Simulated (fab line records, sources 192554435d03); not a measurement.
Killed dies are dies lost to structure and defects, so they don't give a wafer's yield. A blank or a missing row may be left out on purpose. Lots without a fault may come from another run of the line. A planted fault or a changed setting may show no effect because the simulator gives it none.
Which tool did it? | flow n5_finfet | 10 lots, 29 wafers sampled, at 3 steps of a route of 1938

WHAT THE GAUGES READ, wafer by wafer
N5_BEOL_M4_RC_MEAS_101.
lot  | measured     | on        | DIBL_N (mV/V)  | DIBL_P (mV/V)  | IOFF_N (nA/um) | IOFF_P (nA/um) | ION_N (uA/um) | ION_P (uA/um) | RS_NWELL (ohm/sq) | SS_N (mV/dec)  | SS_P (mV/dec)  | VT_N (mV)   | VT_P (mV)
L519 | day 7 22:44  | prober-02 | 39.2 36.3      | 38.4 35.2      | 0.20 0.15      | 0.22 0.18      | 673 674       | 452 459       | 1031 1033         | 72.1 70.1      | 73.8 73.3      | 246 248     | -252 -252
L520 | day 8 01:22  | prober-02 | 36.7 36.4 33.9 | 37.2 37.7 34.4 | 0.17 0.16 0.13 | 0.23 0.23 0.18 | 665 687 668   | 465 468 465   | 1034 1039 1030    | 71.8 72.2 71.1 | 73.2 73.8 72.9 | 250 250 252 | -248 -247 -250
L522 | day 8 15:17  | prober-02 | 38.1 34.9 36.7 | 38.5 35.8 37.3 | 0.19 0.14 0.17 | 0.23 0.19 0.21 | 682 657 676   | 462 450 462   | 1042 1053 1038    | 72.5 71.9 71.4 | 73.5 72.8 73.5 | 248 253 250 | -250 -253 -253
L524 | day 9 02:31  | prober-02 | 37.4 34.8 35.5 | 38.4 34.5 35.5 | 0.18 0.13 0.15 | 0.23 0.16 0.18 | 679 674 671   | 467 461 458   | 1033 1044 1031    | 71.6 70.8 70.8 | 74.6 73.0 73.6 | 249 251 251 | -246 -251 -253
L527 | day 9 11:06  | prober-01 | 39.4 39.1 38.0 | 39.6 39.7 38.2 | 0.27 0.25 0.23 | 0.30 0.30 0.27 | 700 697 697   | 471 473 471   | 1037 1051 1040    | 72.8 71.7 71.8 | 74.4 74.9 73.8 | 242 241 242 | -245 -244 -250
L528 | day 9 16:11  | prober-02 | 35.6 33.9 34.7 | 36.2 33.8 35.1 | 0.16 0.12 0.14 | 0.19 0.15 0.17 | 684 671 676   | 463 455 463   | 1025 1033 1034    | 71.6 71.2 71.1 | 73.1 73.2 73.2 | 248 253 249 | -250 -254 -253
L531 | day 11 02:02 | prober-02 | 34.1 35.5 35.3 | 33.4 35.1 35.6 | 0.13 0.15 0.15 | 0.16 0.18 0.18 | 667 677 671   | 456 463 461   | 1023 1039 1029    | 70.7 71.3 71.5 | 72.5 73.8 73.5 | 249 253 252 | -254 -253 -254
L538 | day 12 18:07 | prober-02 | 36.1 34.3 35.9 | 38.3 35.7 37.9 | 0.17 0.14 0.17 | 0.23 0.19 0.22 | 681 670 683   | 468 466 465   | 1971 1962 1960    | 71.4 70.0 70.7 | 73.1 73.2 73.0 | 244 251 248 | -250 -252 -250
L539 | day 12 22:44 | prober-02 | 36.8 36.7 37.9 | 36.0 35.8 37.3 | 0.13 0.15 0.15 | 0.19 0.18 0.20 | 656 683 671   | 448 457 461   | 1942 1949 1954    | 71.4 71.7 71.1 | 72.4 72.7 73.7 | 253 252 250 | -255 -256 -252
L540 | day 13 02:18 | prober-02 | 36.0 37.7 37.8 | 35.2 37.2 37.0 | 0.16 0.18 0.19 | 0.22 0.24 0.25 | 677 697 692   | 469 471 472   | 1947 1931 1941    | 70.8 71.9 71.6 | 73.1 73.8 73.7 | 249 247 248 | -249 -246 -247

WHICH TOOL RAN EACH LOT (tool, then ch and the chambers of the sampled wafers, then the start)
lot  | N5_WELL_APT_IMPLANT_14         | N5_BEOL_M4_ANNEAL_93
L519 | implanter-02 ch 0, day 1 13:53 | pvd_sputter-03, day 7 21:11
L520 | implanter-01 ch 0, day 1 20:38 | pvd_sputter-03, day 7 23:54
L522 | implanter-01 ch 0, day 2 07:50 | pvd_sputter-02, day 8 13:33
L524 | implanter-02 ch 0, day 2 20:07 | pvd_sputter-01, day 9 00:41
L527 | implanter-01 ch 0, day 3 13:52 | pvd_sputter-01, day 9 09:35
L528 | implanter-02 ch 0, day 3 20:05 | pvd_sputter-03, day 9 14:41
L531 | implanter-02 ch 0, day 4 14:04 | pvd_sputter-01, day 11 00:20
L538 | implanter-01 ch 0, day 6 12:44 | pvd_sputter-02, day 12 16:21
L539 | implanter-01 ch 0, day 6 14:17 | pvd_sputter-02, day 12 21:16
L540 | implanter-01 ch 0, day 6 20:19 | pvd_sputter-02, day 13 00:49
- N5_WELL_APT_IMPLANT_14
- N5_BEOL_M4_ANNEAL_93: time 240 s.

WHAT THE TOOLS THEMSELVES READ (means of the sampled wafers that have a number; where no wafer has one, the mark that the record gives instead)
N5_WELL_APT_IMPLANT_14.
lot  | tool         | beam_energy_keV | end_station_pressure_torr (Torr)
L519 | implanter-02 | 160.00          | 5.28e-06
L520 | implanter-01 | 159.99          | 5.39e-06
L522 | implanter-01 | 160.01          | 5.24e-06
L524 | implanter-02 | 160.03          | 5.19e-06
L527 | implanter-01 | 159.91          | 4.99e-06
L528 | implanter-02 | 160.06          | 5.15e-06
L531 | implanter-02 | 160.02          | 5.04e-06
L538 | implanter-01 | 159.98          | 5.22e-06
L539 | implanter-01 | 160.01          | 4.95e-06
L540 | implanter-01 | 160.04          | 5.29e-06

N5_BEOL_M4_ANNEAL_93.
lot  | tool           | heater_power_w (W) | susceptor_temp_C (C)
L519 | pvd_sputter-03 | 808                | 400.08
L520 | pvd_sputter-03 | 786                | 399.80
L522 | pvd_sputter-02 | 892                | 399.90
L524 | pvd_sputter-01 | 852                | 399.82
L527 | pvd_sputter-01 | 843                | 400.08
L528 | pvd_sputter-03 | 783                | 399.64
L531 | pvd_sputter-01 | 794                | 399.97
L538 | pvd_sputter-02 | 860                | 399.86
L539 | pvd_sputter-02 | 857                | 400.07
L540 | pvd_sputter-02 | 836                | 399.97

THE ANSWER, worked out from the rows above alone
Rule: what is usual is taken from the lots themselves. Put in order of their means at a reading, lots are off if they are a third of the lots or fewer, leave a main group of 4 or more, and stand apart from it by a gap of 3 or more times the standard deviation of the main group's means; of several such gaps the widest counts. A main group whose means are all the same, to the digits that the tables above print for the reading, isn't used. A lot without any number at a reading at which 4 lots or more have one is off too. The other lots that the step has rows for count as sound. The gauges are gone through in route order, then the tools' own readings, and for those a lot's mean is taken as printed above. The first step at which some lot is off is used, and at that step the reading that is off furthest; a lot without a number counts as furthest.
Off: L538, L539, L540, at N5_BEOL_M4_RC_MEAS_101 (RS_NWELL). The main group: mean 1036 ohm/sq, standard deviation 5.2.
A tool fits if, at a process step before that reading, it ran every lot that is off, and no sound lot after the first of them. The gauges at N5_BEOL_M4_RC_MEAS_101 are tried like those tools. Can't be told from this: 3 tools fit, implanter-01 at N5_WELL_APT_IMPLANT_14, pvd_sputter-02 at N5_BEOL_M4_ANNEAL_93, prober-02 at N5_BEOL_M4_RC_MEAS_101.

WHAT THE SIMULATOR HAD PUT IN
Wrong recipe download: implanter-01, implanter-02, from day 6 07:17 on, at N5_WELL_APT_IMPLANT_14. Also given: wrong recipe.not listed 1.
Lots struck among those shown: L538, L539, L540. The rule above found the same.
